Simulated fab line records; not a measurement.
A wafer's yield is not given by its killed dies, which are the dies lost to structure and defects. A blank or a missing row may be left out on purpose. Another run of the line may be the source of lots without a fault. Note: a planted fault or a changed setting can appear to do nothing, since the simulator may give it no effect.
fab line records	flow n5Finfet
[record] lots = 9	wafers = 27	lastDay = 19
route steps=1938 shown BEOL_M4@1038 PASSIVATION@1936
lots untouched by any fault: they come from a run of this same line in which no faults occurred
startH: hours from the record's first day to the start of the lot's first wafer shown	waitH: hours elapsed since this lot's preceding step	" same as the row above	L1.1+2: a row that stands for several wafers	- value missing, or start not given	* or withheld: withheld	< > ~ a bound
route shown NAME@n: NAME is a module with steps in the file, n the number in the route of the first one	usual: mean/standard deviation of fault-free wafers	same: alike in all rows	chamber/n: place in a boat	sites: readings site by site	_std_site: standard deviation across them	_edge_site: mean of outer sites minus mean of inner sites	radiusMm: for every site, how far away it sits from the centre of the wafer	mask NAME#n: copy n	behind: the most recent tool/chamber to have shaped the wafer	hold: why the lot went on hold/how many hours it stayed there/how the hold came to an end	device: the transistor (n, p or np) that didn't switch	end of line: the same wafers' tests at the end of the route	for a step that has no rows: nothing shown but its recipe	killed: at the first sort, the dies lost to defects and structure; wafer yield is something else	map: shows each die of a wafer: x if killed, . if not, _ if none is there
set.NAME: the setting the step ran with; set.NAME@STEP: the setting that earlier step ran with	model.NAME: the simulator's own value behind a step, which no gauge read
the route's steps for a sample of lots (tables are steps, rows are wafers)
services: from which hour (startH, from the record's first day; less than 0 if before it) a tool's chamber was out of use, for how many hours, and why
[[steps]]
[step N5_BEOL_M4_ETCH_74]
[recipe] chemistry = N2/H2	target = underlayer	targetDepthA = 65	maskMaterial = CAR-EUV	timeS = 5.2	ionEnergyEv = 200	pressureMtorr = 30	sourceW = 840	biasW = 150	n2FlowSccm = 200	h2FlowSccm = 200	ends = cleared
[usual] drypumpMotorCurrentA = 5.8/0.4	etchRfOnTimeS = 5.26/0.12	oesProductAu = 0.65/0.079	rfVppV = 524/3.1	showerheadPlenumPTorr = 2.55/0.1	throttleValvePct = 17.87/0.19
lot.wafer	tool	chamber	startH	waitH	drypumpMotorCurrentA	etchRfOnTimeS	oesProductAu	rfHoursCounterH	rfVppV	showerheadPlenumPTorr	throttleValvePct
L481.1	rieDiel-05	2	167.17	0.0	6.1	5.22	0.63	168	527	2.64	18.02
L481.2	"	3	"	"	6.1	5.13	0.62	199	519	2.41	17.74
L481.5	"	3	"	"	6.1	5.11	0.62	-	518	2.41	17.79
L482.1	rieDiel-05	2	169.82	0.0	6.1	5.27	0.62	170	526	2.64	18.03
L482.2	"	3	"	"	6.1	5.18	0.60	200	519	2.41	17.77
L482.5	"	0	"	"	6.1	5.17	0.60	-	520	2.40	17.82
L491.2	rieDiel-05	1	213.43	0.0	5.5	5.46	0.56	241	520	2.48	17.96
L491.4	"	2	"	"	6.1	5.22	0.62	184	526	2.63	18.02
L491.5	"	1	"	"	5.5	5.49	0.57	-	522	2.48	17.93
L492.1	rieDiel-05	3	237.64	0.0	6.1	5.24	0.61	225	518	2.40	17.83
L492.2	"	2	"	"	6.1	5.32	0.61	196	526	2.63	18.06
L492.6	"	2	"	"	6.1	5.34	0.61	-	527	2.63	18.06
L495.1	rieDiel-05	2	244.39	0.0	6.2	5.27	0.60	200	525	2.63	18.06
L495.5	"	2	"	"	6.1	5.25	0.61	-	526	2.63	18.05
L495.6	"	0	"	"	6.1	5.04	0.82	-	529	2.71	17.42
L498.1	rieDiel-05	3	268.74	0.0	6.1	5.24	0.59	240	519	2.39	17.84
L498.2	"	1	"	"	5.5	5.17	0.82	1	523	2.48	17.49
L498.6	"	1	"	"	5.5	5.17	0.81	-	524	2.48	17.47
L499.3	rieDiel-03	3	274.30	0.0	5.1	5.37	0.58	227	521	2.39	18.09
L499.5	"	3	"	"	5.1	5.31	0.58	-	520	2.39	18.09
L499.6	"	0	"	"	6.2	5.36	0.57	-	525	2.61	18.09
L502.2	rieDiel-01	0	306.65	0.0	5.2	5.40	0.63	142	526	2.65	17.81
L502.5	"	0	"	"	5.2	5.34	0.64	-	526	2.65	17.84
L502.6	"	3	"	"	5.7	5.28	0.72	-	528	2.70	18.17
L503.1	rieDiel-01	3	313.35	0.0	5.7	5.31	0.71	55	527	2.70	18.17
L503.3	"	2	"	"	5.5	5.23	0.71	89	525	2.57	17.72
L503.6	"	2	"	"	5.5	5.26	0.69	-	525	2.57	17.76
[step N5_BEOL_M4_ETCH_63]
[recipe] chemistry = CF4	target = SiARC	targetDepthA = 156	maskMaterial = CAR-EUV	timeS = 26	ionEnergyEv = 80	pressureMtorr = 40	sourceW = 545	biasW = 36	Ar_flow_sccm = 100	cf4FlowSccm = 100	ends = cleared
[usual] cf4FlowSccm = 100.0/0.31	drypumpMotorCurrentA = 5.8/0.4	etchRfOnTimeS = 26.4/0.66	oesProductAu = 0.65/0.079	rfVppV = 184.2/1.2	showerheadPlenumPTorr = 2.15/0.081	throttleValvePct = 15.69/0.23
lot.wafer	tool	chamber	startH	waitH	cf4FlowSccm	drypumpMotorCurrentA	etchRfOnTimeS	oesProductAu	rfHoursCounterH	rfVppV	showerheadPlenumPTorr	throttleValvePct
L481.1	rieDiel-05	2	167.19	0.0	100.4	6.1	26.3	0.63	168	184.0	2.21	15.75
L481.2	"	3	"	"	100.1	6.1	25.7	0.62	199	183.2	2.04	15.66
L481.5	"	3	"	"	100.4	6.1	25.5	0.63	-	184.1	2.04	15.66
L482.1	rieDiel-05	2	169.83	0.0	100.1	6.1	26.8	0.63	170	185.0	2.21	15.79
L482.2	"	3	"	"	99.9	6.1	25.9	0.63	200	182.8	2.04	15.66
L482.5	"	0	"	"	100.0	6.1	25.8	0.60	-	183.5	2.03	15.61
L491.2	rieDiel-05	1	213.44	0.0	100.4	5.5	27.7	0.56	241	184.2	2.11	15.88
L491.4	"	2	"	"	100.0	6.1	27.2	0.62	184	184.7	2.21	15.81
L491.5	"	1	"	"	100.5	5.5	27.5	0.57	-	183.5	2.11	15.90
L492.1	rieDiel-05	3	237.66	0.0	99.9	6.1	25.9	0.61	225	183.0	2.03	15.69
L492.2	"	2	"	"	100.0	6.1	26.5	0.61	196	184.9	2.20	15.86
L492.6	"	2	"	"	99.7	6.1	26.9	0.61	-	184.4	2.20	15.83
L495.1	rieDiel-05	2	244.41	0.0	100.1	6.1	26.7	0.61	200	183.4	2.20	15.85
L495.5	"	2	"	"	100.5	6.1	26.8	0.60	-	185.1	2.20	15.85
L495.6	"	0	"	"	100.6	6.0	25.1	0.83	-	186.2	2.28	15.13
L498.1	rieDiel-05	3	268.76	0.0	100.0	6.1	26.1	0.59	240	182.5	2.03	15.73
L498.2	"	1	"	"	100.9	5.5	25.9	0.82	1	185.2	2.11	15.40
L498.6	"	1	"	"	100.5	5.5	26.1	0.81	-	184.2	2.11	15.40
L499.3	rieDiel-03	3	274.31	0.0	100.1	5.1	27.3	0.58	227	184.4	2.04	15.99
L499.5	"	3	"	"	100.1	5.1	27.4	0.58	-	182.1	2.04	15.98
L499.6	"	0	"	"	100.0	6.2	27.3	0.56	-	185.6	2.20	15.98
L502.2	rieDiel-01	0	306.66	0.0	99.7	5.1	26.8	0.64	142	183.9	2.23	15.67
L502.5	"	0	"	"	100.0	5.1	27.0	0.62	-	186.2	2.23	15.67
L502.6	"	3	"	"	100.0	5.7	26.0	0.72	-	185.6	2.28	15.94
L503.1	rieDiel-01	3	313.37	0.0	100.1	5.7	26.5	0.72	55	185.0	2.28	15.95
L503.3	"	2	"	"	99.9	5.5	26.3	0.70	89	186.2	2.16	15.47
L503.6	"	2	"	"	100.1	5.5	26.4	0.70	-	183.0	2.16	15.47
[step N5_BEOL_M4_STRIP_66]
[recipe] chemistry = CF4	resist = SiARC	powerW = 300	biasPowerW = 75	pressureMtorr = 50	cf4FlowSccm = 150	rfFrequencyHz = 6e+07
[usual] cf4FlowSccm = 149.9/0.44	drypumpMotorCurrentA = 5.8/0.4	oesProductAu = 0.75/0.085	rfVppV = 271.3/1.7	showerheadPlenumPTorr = 1.80/0.067	throttleValvePct = 13.68/0.25
lot.wafer	tool	chamber	startH	waitH	cf4FlowSccm	drypumpMotorCurrentA	oesProductAu	rfHoursCounterH	rfVppV	showerheadPlenumPTorr	throttleValvePct
L481.1	rieDiel-05	2	167.35	0.0	149.7	6.2	0.74	169	274.0	1.85	13.74
L481.2	"	3	"	"	150.2	6.1	0.71	199	269.8	1.72	13.70
L481.5	"	3	"	"	149.9	6.1	0.72	-	269.6	1.72	13.69
L482.1	rieDiel-05	2	170.00	0.0	150.8	6.1	0.74	170	272.0	1.85	13.76
L482.2	"	3	"	"	149.9	6.1	0.72	200	269.0	1.72	13.69
L482.5	"	0	"	"	150.0	6.1	0.69	-	269.8	1.70	13.60
L491.2	rieDiel-05	1	213.60	0.0	149.8	5.5	0.67	241	270.6	1.78	13.94
L491.4	"	2	"	"	150.1	6.1	0.73	184	272.4	1.84	13.79
L491.5	"	1	"	"	150.0	5.5	0.68	-	270.2	1.78	13.91
L492.1	rieDiel-05	3	237.82	0.0	149.3	6.1	0.70	225	269.9	1.71	13.75
L492.2	"	2	"	"	150.5	6.2	0.72	197	272.6	1.84	13.80
L492.6	"	2	"	"	150.2	6.1	0.71	-	272.0	1.84	13.81
L495.1	rieDiel-05	2	244.57	0.0	148.8	6.1	0.72	200	271.9	1.84	13.83
L495.5	"	2	"	"	149.1	6.1	0.72	-	272.2	1.84	13.83
L495.6	"	0	"	"	150.4	6.1	0.93	-	272.9	1.90	13.10
L498.1	rieDiel-05	3	268.92	0.0	150.4	6.1	0.69	240	269.8	1.71	13.80
L498.2	"	1	"	"	150.2	5.5	0.94	1	269.4	1.78	13.36
L498.6	"	1	"	"	150.6	5.5	0.94	-	270.0	1.77	13.36
L499.3	rieDiel-03	3	274.47	0.0	149.8	5.1	0.69	227	269.2	1.71	14.00
L499.5	"	3	"	"	149.4	5.1	0.69	-	268.6	1.71	14.01
L499.6	"	0	"	"	150.1	6.2	0.67	-	271.9	1.85	13.99
L502.2	rieDiel-01	0	306.82	0.0	150.4	5.1	0.75	142	272.4	1.87	13.67
L502.5	"	0	"	"	150.2	5.2	0.75	-	272.0	1.87	13.68
L502.6	"	3	"	"	149.9	5.7	0.83	-	274.3	1.92	13.87
L503.1	rieDiel-01	3	313.53	0.0	149.9	5.7	0.84	55	273.9	1.91	13.88
L503.3	"	2	"	"	150.4	5.5	0.81	89	272.3	1.81	13.48
L503.6	"	2	"	"	149.9	5.5	0.82	-	270.2	1.81	13.46
[step N5_BEOL_M4_ALD_98]
[recipe] material = SiO2	targetThkA = 25	tempC = 100	aldPrecursorFamily = BDEAS	aldCoReactant = O2-plasma	pulseTimeS = 1	coReactantPulseTimeS = 1	purgeTimeS = 2	coReactantPurgeTimeS = 2	aldCycles = 17	pressureTorr = 2
[usual] aldCycles = 17/0	heaterPowerW = 79/3.7	precursorPulseHeightRel = 0.999/0.019
[same] purgeTimeS = 2
lot.wafer	tool	chamber	startH	waitH	aldCycles	heaterPowerW	precursorPulseHeightRel
L481.1	aldSin-02	3	168.23	0.1	17	81	1.003
L481.2	"	2	"	"	17	81	1.009
L481.5	"	3	"	"	17	82	0.972
L482.1	aldSin-02	2	171.01	0.1	17	82	0.980
L482.2	"	3	"	"	17	81	1.023
L482.5	"	3	"	"	17	80	0.979
L491.2	aldSin-03	3	214.52	0.1	17	73	0.962
L491.4	"	1	"	"	17	83	0.994
L491.5	"	0	"	"	9	72	0.997
L492.1	aldSin-03	0	238.80	0.1	17	75	0.993
L492.2	"	3	"	"	17	72	1.018
L492.6	"	1	"	"	9	83	1.032
L495.1	aldSin-02	3	245.37	0.1	17	81	1.017
L495.5	"	0	"	"	17	78	1.013
L495.6	"	3	"	"	17	81	1.023
L498.1	aldSin-02	3	270.22	0.4	17	80	1.013
L498.2	"	1	"	"	17	84	1.000
L498.6	"	2	"	"	17	81	0.965
L499.3	aldSin-02	3	275.27	0.1	17	79	0.947
L499.5	"	1	"	"	17	83	0.989
L499.6	"	2	"	"	17	84	1.020
L502.2	aldSin-01	0	307.85	0.1	17	78	1.013
L502.5	"	3	"	"	17	83	1.011
L502.6	"	2	"	"	17	77	1.013
L503.1	aldSin-02	3	314.46	0.1	17	80	0.964
L503.3	"	1	"	"	17	85	0.994
L503.6	"	2	"	"	17	84	1.005
[step N5_BEOL_M4_RC_MEAS_101]
[usual] DIBL_N = 36.3/2.2	DIBL_P = 36.0/2.4	IOFF_N = 0.16/0.042	IOFF_P = 0.22/0.041	ION_N = 672/14	ION_P = 462/7.9	SS_N = 71.7/0.76	SS_P = 73.3/0.72	VT_N = 250/3.6	VT_P = -249/3
lot.wafer	tool	chamber	startH	waitH	DIBL_N[mV/V]	DIBL_P[mV/V]	IOFF_N[nA/um]	IOFF_P[nA/um]	ION_N[uA/um]	ION_P[uA/um]	SS_N[mV/dec]	SS_P[mV/dec]	VT_N[mV]	VT_P[mV]
L481.1	prober-02	0	175.75	0.0	37.1	36.6	0.18	0.24	673	467	71.0	73.4	251	-249
L481.2	"	0	"	"	35.7	36.3	0.15	0.24	667	466	71.5	73.0	252	-246
L481.5	"	0	"	"	38.0	37.9	0.20	0.27	679	463	72.0	73.9	244	-244
L482.1	prober-02	0	179.50	0.0	34.8	35.2	0.15	0.20	679	465	70.7	72.5	251	-251
L482.2	"	0	"	"	38.0	37.8	0.21	0.26	687	464	72.2	74.1	248	-249
L482.5	"	0	"	"	36.3	36.1	0.17	0.22	689	465	71.3	73.2	249	-251
L491.2	prober-01	0	220.11	0.2	38.3	37.9	0.18	0.26	672	471	72.0	73.9	250	-249
L491.4	"	0	"	"	35.6	33.7	0.14	0.19	668	458	71.0	72.3	254	-252
L491.5	"	0	"	"	37.6	35.8	0.15	0.23	663	464	72.1	73.1	253	-248
L492.1	prober-02	0	243.44	0.0	40.4	38.4	0.35	0.28	682	459	75.0	73.8	244	-248
L492.2	"	0	"	"	36.1	35.9	0.17	0.22	662	457	71.7	73.2	249	-250
L492.6	"	0	"	"	36.4	36.5	0.17	0.23	650	448	72.5	73.4	250	-252
L495.1	prober-02	0	249.68	0.0	34.4	35.2	0.16	0.24	671	466	72.1	73.3	250	-245
L495.5	"	0	"	"	34.4	34.6	0.16	0.23	689	475	71.0	73.2	247	-244
L495.6	"	0	"	"	33.5	34.2	0.14	0.22	668	464	70.8	72.4	252	-246
L498.1	prober-01	0	294.89	0.0	35.3	33.0	0.13	0.18	679	469	70.9	73.2	254	-253
L498.2	"	0	"	"	35.4	32.8	0.14	0.19	667	457	71.1	73.2	252	-255
L498.6	"	0	"	"	38.4	37.0	0.21	0.25	696	479	71.5	73.8	247	-248
L499.3	prober-01	0	313.19	0.3	37.3	39.3	0.20	0.30	689	482	70.9	74.7	244	-241
L499.5	"	0	"	"	38.0	39.8	0.21	0.31	692	476	72.5	74.0	245	-244
L499.6	"	0	"	"	33.8	34.4	0.12	0.19	661	460	70.5	72.2	252	-249
L502.2	prober-01	0	316.66	0.2	39.2	37.0	0.23	0.21	668	447	74.3	73.7	251	-253
L502.5	"	0	"	"	38.6	38.2	0.20	0.22	685	460	72.2	73.6	249	-251
L502.6	"	0	"	"	38.5	37.3	0.20	0.21	688	454	72.5	73.6	250	-250
L503.1	prober-02	0	333.91	0.0	36.6	36.4	0.15	0.18	655	445	72.2	73.0	253	-253
L503.3	"	0	"	"	34.5	35.3	0.13	0.18	664	459	70.8	72.3	251	-255
L503.6	"	0	"	"	33.8	34.7	0.11	0.16	657	453	70.8	72.7	255	-252
[step N5_PASSIVATION_PROBE_49]
[usual] defectLimitedYield = 91.3/1.7	killed_at_M0_to_M3 = 33/9.9	killed_at_M4_up = 14/6.4	killedAtContacts = 12/7	killedAtFrontEnd = 41/13	killedAtOther = 3.1/2.9	killedDies = 103/20	killedOpen = 67/14	killedShort = 34/9.4	sort_bin_4_leakage = 0.03/0.24	sort_bin_5_function = 5.1/1.1	sort_bin_6_memory = 3.2/0.79	sortNPass = 1077/21	sortYieldPct = 91.2/1.7
[same] grossDies = 1180	killedAtBackSide = 0	sort_bin_8_speed[%] = 0
lot.wafer	tool	chamber	startH	waitH	defectLimitedYield[%]	killed_at_M0_to_M3	killed_at_M4_up	killedAtContacts	killedAtFrontEnd	killedAtOther	killedDies	killedOpen	killedShort	sort_bin_4_leakage[%]	sort_bin_5_function[%]	sort_bin_6_memory[%]	sortNPass	sortYieldPct[%]
L481.1	prober-02	-	270.93	0.0	92.3	32	12	14	32	1	91	70	21	0	4.5	3.0	1089	92.3
L481.2	prober-02	-	270.98	0.1	89.9	64	5	7	42	1	119	74	45	0	5.8	3.9	1061	89.9
L481.5	prober-02	-	271.13	0.2	93.6	22	12	3	34	4	75	51	24	0	4.2	2.1	1105	93.6
L482.1	prober-01	-	277.56	0.0	91.4	22	17	14	48	0	101	64	33	0	4.2	3.8	1079	91.4
L482.2	prober-01	-	277.61	0.1	91.4	25	12	9	56	0	102	67	35	0	5.8	2.5	1078	91.4
L482.5	prober-01	-	277.76	0.2	90.3	26	9	17	62	1	115	65	49	0	6.5	2.5	1065	90.3
L491.2	prober-02	-	317.41	0.1	92.5	25	21	8	33	1	88	58	24	0	3.8	2.9	1092	92.5
L491.4	prober-02	-	317.51	0.2	93.2	19	16	13	29	3	80	52	28	0	4.2	2.3	1100	93.2
L491.5	prober-02	-	317.56	0.2	92.3	19	11	14	43	4	91	48	30	0	3.7	3.1	1089	92.3
L492.1	prober-01	-	345.45	0.0	91.5	17	29	13	37	4	100	71	25	2.46	5.2	2.7	1051	89.1
L492.2	prober-01	-	345.50	0.1	86.5	46	29	29	53	2	159	123	34	0	8.4	4.9	1021	86.5
L492.6	prober-01	-	345.70	0.3	90.8	32	25	21	25	6	109	74	28	0	5.4	3.2	1071	90.8
L495.1	prober-01	-	362.31	0.0	92.2	19	20	12	39	2	92	61	31	0	5.0	2.5	1088	92.2
L495.5	prober-01	-	362.51	0.2	91.6	25	12	6	51	5	99	60	39	0	4.9	3.4	1081	91.6
L495.6	prober-01	-	362.56	0.3	92.8	14	23	10	33	5	85	59	26	0	3.9	3.0	1095	92.8
L498.1	prober-01	-	402.45	0.0	93.3	34	6	12	24	3	79	51	28	0	3.1	3.4	1101	93.3
L498.2	prober-01	-	402.50	0.1	95.2	19	9	6	15	8	57	29	25	0	3.1	1.5	1123	95.2
L498.6	prober-01	-	402.70	0.3	93.1	28	9	19	24	1	81	59	20	0	4.3	2.5	1099	93.1
L499.3	prober-02	-	421.18	0.1	93.9	27	14	3	23	5	72	48	22	0	3.8	2.0	1108	93.9
L499.5	prober-02	-	421.28	0.2	92.8	33	12	4	34	2	85	59	25	0	4.0	3.1	1095	92.8
L499.6	prober-02	-	421.33	0.3	90.9	40	20	6	40	1	107	60	47	0	6.1	2.8	1073	90.9
L502.2	prober-01	-	437.73	0.1	92.0	21	13	7	53	0	94	68	26	0	4.3	3.6	1086	92.0
L502.5	prober-01	-	437.88	0.2	89.8	37	8	11	60	4	120	85	34	0	6.2	3.8	1060	89.8
L502.6	prober-01	-	437.93	0.3	87.3	64	15	12	57	2	150	97	50	0	7.8	4.8	1030	87.3
L503.1	prober-02	-	461.80	0.0	91.0	34	22	5	40	5	106	68	32	0	5.5	2.8	1074	91.0
L503.3	prober-02	-	461.90	0.1	91.0	20	22	4	53	7	106	80	23	0	4.3	4.4	1074	91.0
L503.6	prober-02	-	462.05	0.3	90.8	40	21	8	33	7	109	74	31	0	4.7	4.1	1071	90.8
// killed by level:class
L481.1 BEOL_M0_SAQP:geometricParticle:open=12 MOL_CONTACT_COAG:geometricParticle:open=9 STI_FIN_REVEAL:geometricParticle:open=7 FIN_SAQP:geometricParticle:open=5 MOL_CONTACT_COAG:geometricParticle:short=5 BEOL_M2:geometricParticle:open=5 DUMMY_GATE:geometricParticle:open=4 GATE_CUT:geometricParticle:open=4
L481.2 BEOL_M3:geometricParticle:open=20 FIN_SAQP:geometricParticle:short=14 BEOL_M0_SAQP:geometricParticle:short=13 FIN_SAQP:geometricParticle:open=11 BEOL_M0_SAQP:geometricParticle:open=11 MOL_CONTACT_COAG:geometricParticle:open=6 BEOL_M2:geometricParticle:open=6 BEOL_M3:geometricParticle:short=6
L481.5 FIN_SAQP:geometricParticle:short=7 BEOL_M3:geometricParticle:open=7 FIN_SAQP:geometricParticle:open=6 STI_FIN_REVEAL:geometricParticle:open=6 DUMMY_GATE:geometricParticle:open=5 BEOL_M0_SAQP:geometricParticle:open=5 BEOL_M2:geometricParticle:open=5 BEOL_M0_SAQP:geometricParticle:short=3
L482.1 FIN_SAQP:geometricParticle:open=11 MOL_CONTACT_COAG:geometricParticle:open=11 GATE_CUT:geometricParticle:short=9 FIN_SAQP:geometricParticle:short=8 BEOL_M0_SAQP:geometricParticle:open=8 BEOL_M4:geometricParticle:open=7 GATE_CUT:geometricParticle:open=5 BEOL_M0_SAQP:geometricParticle:short=4
L482.2 FIN_SAQP:geometricParticle:short=13 FIN_SAQP:geometricParticle:open=11 STI_FIN_REVEAL:geometricParticle:open=8 MOL_CONTACT_COAG:geometricParticle:open=8 BEOL_M2:geometricParticle:open=8 BEOL_M4:geometricParticle:open=6 BEOL_M3:geometricParticle:open=5 DUMMY_GATE:geometricParticle:open=4
L482.5 FIN_SAQP:geometricParticle:short=18 MOL_CONTACT_COAG:geometricParticle:open=13 FIN_SAQP:geometricParticle:open=9 BEOL_M3:geometricParticle:open=9 GATE_CUT:geometricParticle:short=8 BEOL_M2:geometricParticle:open=5 STARTING-WAFER:geometricParticle:short=5 MOL_CONTACT_COAG:geometricParticle:short=4
L491.2 BEOL_M4:geometricParticle:open=9 BEOL_M2:geometricParticle:open=8 FIN_SAQP:geometricParticle:open=7 MOL_CONTACT_COAG:geometricParticle:open=6 BEOL_M0_SAQP:geometricParticle:open=5 BEOL_M4:geometricParticle:short=5 HKMG_FIN:areaEtch=5 FIN_SAQP:geometricParticle:short=4
L491.4 MOL_CONTACT_COAG:geometricParticle:open=12 BEOL_M4:geometricParticle:open=11 STARTING-WAFER:geometricParticle:short=6 BEOL_M1:geometricParticle:open=5 STI_FIN_REVEAL:geometricParticle:open=4 BEOL_M0_SAQP:geometricParticle:short=4 FIN_SAQP:geometricParticle:open=3 FIN_SAQP:geometricParticle:short=3
L491.5 MOL_CONTACT_COAG:geometricParticle:open=12 HKMG_FIN:areaEtch=9 FIN_SAQP:geometricParticle:short=6 BEOL_M0_SAQP:geometricParticle:short=6 BEOL_M4:geometricParticle:open=6 FIN_SAQP:geometricParticle:open=5 BEOL_M2:geometricParticle:open=5 DUMMY_GATE:geometricParticle:open=4
L492.1 BEOL_M4:geometricParticle:open=12 DUMMY_GATE:geometricParticle:open=7 MOL_CONTACT_COAG:geometricParticle:open=7 FIN_SAQP:geometricParticle:open=6 MOL_CONTACT_COAG:geometricParticle:short=5 BEOL_M2:geometricParticle:open=5 BEOL_M7:geometricParticle:open=5 DUMMY_GATE:geometricParticle:short=4
L492.2 MOL_CONTACT_COAG:geometricParticle:open=24 BEOL_M4:geometricParticle:open=16 BEOL_M1:geometricParticle:open=16 FIN_SAQP:geometricParticle:open=12 BEOL_M3:geometricParticle:open=12 STI_FIN_REVEAL:geometricParticle:open=9 DUMMY_GATE:geometricParticle:open=7 MOL_CONTACT_COAG:geometricParticle:short=5
L492.6 MOL_CONTACT_COAG:geometricParticle:open=17 BEOL_M4:geometricParticle:open=10 BEOL_M3:geometricParticle:open=9 BEOL_M2:geometricParticle:open=7 FIN_SAQP:geometricParticle:short=5 FIN_SAQP:geometricParticle:open=5 BEOL_M3:geometricParticle:short=5 DUMMY_GATE:geometricParticle:open=4
L495.1 FIN_SAQP:geometricParticle:open=10 MOL_CONTACT_COAG:geometricParticle:open=9 FIN_SAQP:geometricParticle:short=8 BEOL_M1:geometricParticle:open=8 DUMMY_GATE:geometricParticle:open=5 GATE_CUT:geometricParticle:short=5 BEOL_M7:geometricParticle:open=4 BEOL_M0_SAQP:geometricParticle:open=4
L495.5 FIN_SAQP:geometricParticle:short=13 FIN_SAQP:geometricParticle:open=11 STI_FIN_REVEAL:geometricParticle:open=11 BEOL_M0_SAQP:geometricParticle:short=5 BEOL_M0_SAQP:geometricParticle:open=5 BEOL_M3:geometricParticle:open=5 BEOL_M5:geometricParticle:open=5 GATE_CUT:geometricParticle:short=4
L495.6 MOL_CONTACT_COAG:geometricParticle:open=10 BEOL_M4:geometricParticle:open=7 FIN_SAQP:geometricParticle:short=6 STI_FIN_REVEAL:geometricParticle:open=6 BEOL_M0_SAQP:geometricParticle:open=5 BEOL_M0_SAQP:geometricParticle:short=5 BEOL_M5:geometricParticle:open=5 GATE_CUT:geometricParticle:short=4
L498.1 MOL_CONTACT_COAG:geometricParticle:open=9 GATE_CUT:geometricParticle:short=6 BEOL_M0_SAQP:geometricParticle:open=6 BEOL_M3:geometricParticle:open=6 BEOL_M0_SAQP:geometricParticle:short=5 DUMMY_GATE:geometricParticle:open=4 GATE_CUT:geometricParticle:open=4 BEOL_M0:geometricParticle:open=4
L498.2 MIM_TOP_ETCH:geometricParticle:short=6 FIN_SAQP:geometricParticle:short=5 MOL_CONTACT_COAG:geometricParticle:open=5 BEOL_M0_SAQP:geometricParticle:short=5 BEOL_M2:geometricParticle:open=4 FIN_SAQP:geometricParticle:open=3 BEOL_M3:geometricParticle:open=3 FIN_CUT:geometricParticle:open=2
L498.6 MOL_CONTACT_COAG:geometricParticle:open=17 BEOL_M3:geometricParticle:open=7 BEOL_M0_SAQP:geometricParticle:short=5 DUMMY_GATE:geometricParticle:open=4 GATE_CUT:geometricParticle:short=4 BEOL_M0_SAQP:geometricParticle:open=4 BEOL_M2:geometricParticle:open=4 BEOL_M0:geometricParticle:open=3
L499.3 BEOL_M3:geometricParticle:open=9 BEOL_M4:geometricParticle:open=7 FIN_SAQP:geometricParticle:short=6 BEOL_M2:geometricParticle:open=5 DUMMY_GATE:geometricParticle:open=4 BEOL_M0:geometricParticle:open=4 BEOL_M1:geometricParticle:open=4 MOL_CONTACT_COAG:geometricParticle:open=3
L499.5 BEOL_M3:geometricParticle:open=11 FIN_SAQP:geometricParticle:open=10 BEOL_M2:geometricParticle:open=7 FIN_SAQP:geometricParticle:short=6 DUMMY_GATE:geometricParticle:open=5 BEOL_M5:geometricParticle:open=5 MOL_CONTACT_COAG:geometricParticle:open=4 BEOL_M1:geometricParticle:open=4
L499.6 GATE_CUT:geometricParticle:short=13 BEOL_M0_SAQP:geometricParticle:short=8 BEOL_M2:geometricParticle:open=8 BEOL_M4:geometricParticle:open=7 BEOL_M3:geometricParticle:open=7 BEOL_M1:geometricParticle:open=6 BEOL_M3:geometricParticle:short=6 FIN_SAQP:geometricParticle:open=5
L502.2 STI_FIN_REVEAL:geometricParticle:open=10 FIN_SAQP:geometricParticle:short=9 FIN_SAQP:geometricParticle:open=9 MOL_CONTACT_COAG:geometricParticle:open=7 BEOL_M0_SAQP:geometricParticle:open=7 DUMMY_GATE:geometricParticle:open=6 BEOL_M0_SAQP:geometricParticle:short=4 STARTING-WAFER:geometricParticle:short=3
L502.5 STI_FIN_REVEAL:geometricParticle:open=27 BEOL_M0_SAQP:geometricParticle:short=15 MOL_CONTACT_COAG:geometricParticle:open=10 STARTING-WAFER:geometricParticle:open=8 BEOL_M0_SAQP:geometricParticle:open=7 FIN_SAQP:geometricParticle:short=6 BEOL_M0:geometricParticle:open=6 FIN_SAQP:geometricParticle:open=5
L502.6 BEOL_M0_SAQP:geometricParticle:short=23 BEOL_M0_SAQP:geometricParticle:open=20 STI_FIN_REVEAL:geometricParticle:open=17 FIN_SAQP:geometricParticle:open=14 BEOL_M2:geometricParticle:open=11 MOL_CONTACT_COAG:geometricParticle:open=10 FIN_SAQP:geometricParticle:short=8 BEOL_M5:geometricParticle:open=6
L503.1 BEOL_M3:geometricParticle:open=11 BEOL_M4:geometricParticle:open=11 STI_FIN_REVEAL:geometricParticle:open=8 BEOL_M0_SAQP:geometricParticle:short=7 BEOL_M0_SAQP:geometricParticle:open=7 FIN_SAQP:geometricParticle:short=5 HKMG_FIN:areaEtch=5 FIN_SAQP:geometricParticle:open=4
L503.3 FIN_SAQP:geometricParticle:open=24 STI_FIN_REVEAL:geometricParticle:open=12 BEOL_M4:geometricParticle:open=7 FIN_SAQP:geometricParticle:short=6 BEOL_M0_SAQP:geometricParticle:open=6 BEOL_M2:geometricParticle:open=6 GATE_CUT:geometricParticle:short=4 MOL_CONTACT_COAG:geometricParticle:open=4
L503.6 BEOL_M0_SAQP:geometricParticle:open=16 STI_FIN_REVEAL:geometricParticle:open=10 BEOL_M4:geometricParticle:open=9 FIN_SAQP:geometricParticle:open=6 BEOL_M1:geometricParticle:open=6 MOL_CONTACT_COAG:geometricParticle:open=6 BEOL_M2:geometricParticle:open=5 BEOL_M3:geometricParticle:open=5
[[services]]
tool	chamber	startH	hours	kind
rieDiel-05	-	147.61	14.6	pm
rieDiel-05	0	175.21	1.2	repair
aldSin-03	-	176.75	14.0	pm
rieDiel-01	-	216.73	1.2	repair
rieDiel-05	0	218.65	-	clean
rieDiel-05	0	218.65	-	consumableReplace:focusRing
rieDiel-05	0	218.65	-	consumableReplace:showerhead
aldSin-02	2	224.19	2.0	repair
aldSin-02	3	225.22	17.1	repair
rieDiel-05	1	237.91	6.5	repair
rieDiel-05	1	244.59	-	clean
rieDiel-05	1	244.59	-	consumableReplace:focusRing
rieDiel-05	1	244.59	22.0	scheduledDown
rieDiel-05	1	244.59	22.0	ventCycle
aldSin-01	3	254.58	2.8	repair
rieDiel-03	0	258.93	7.9	repair
rieDiel-03	1	266.71	8.6	repair
aldSin-01	-	268.25	14.0	pm
aldSin-03	-	274.20	1.3	repair
rieDiel-03	1	289.50	8.2	repair
rieDiel-05	3	299.94	-	clean
aldSin-03	3	303.65	10.1	repair
rieDiel-05	1	308.63	4.9	repair
rieDiel-03	2	309.62	9.7	repair
[[key]]
[firstSign] step = N5_BEOL_M4_ALD_98	reading = aldCycles	direction = down	sigmas = 99+	usual = *	struck = *
effect none on later readings
metAt N5_BEOL_M4_ALD_98
struckLots L491,L492
struckWafers L491.5,L492.6
notActingAt N5_BEOL_M4_ETCH_74,N5_BEOL_M4_ETCH_63,N5_BEOL_M4_STRIP_66
[fault] kind = processParameterDrift	tool = aldSin-03	chamber = -	onsetH = 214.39	steps = N5_BEOL_M4_ALD_98	channel = aldCycles	offset = *	shape = step	endH = 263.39	scope = struckWafersOnly	actsIn = *	stated = *
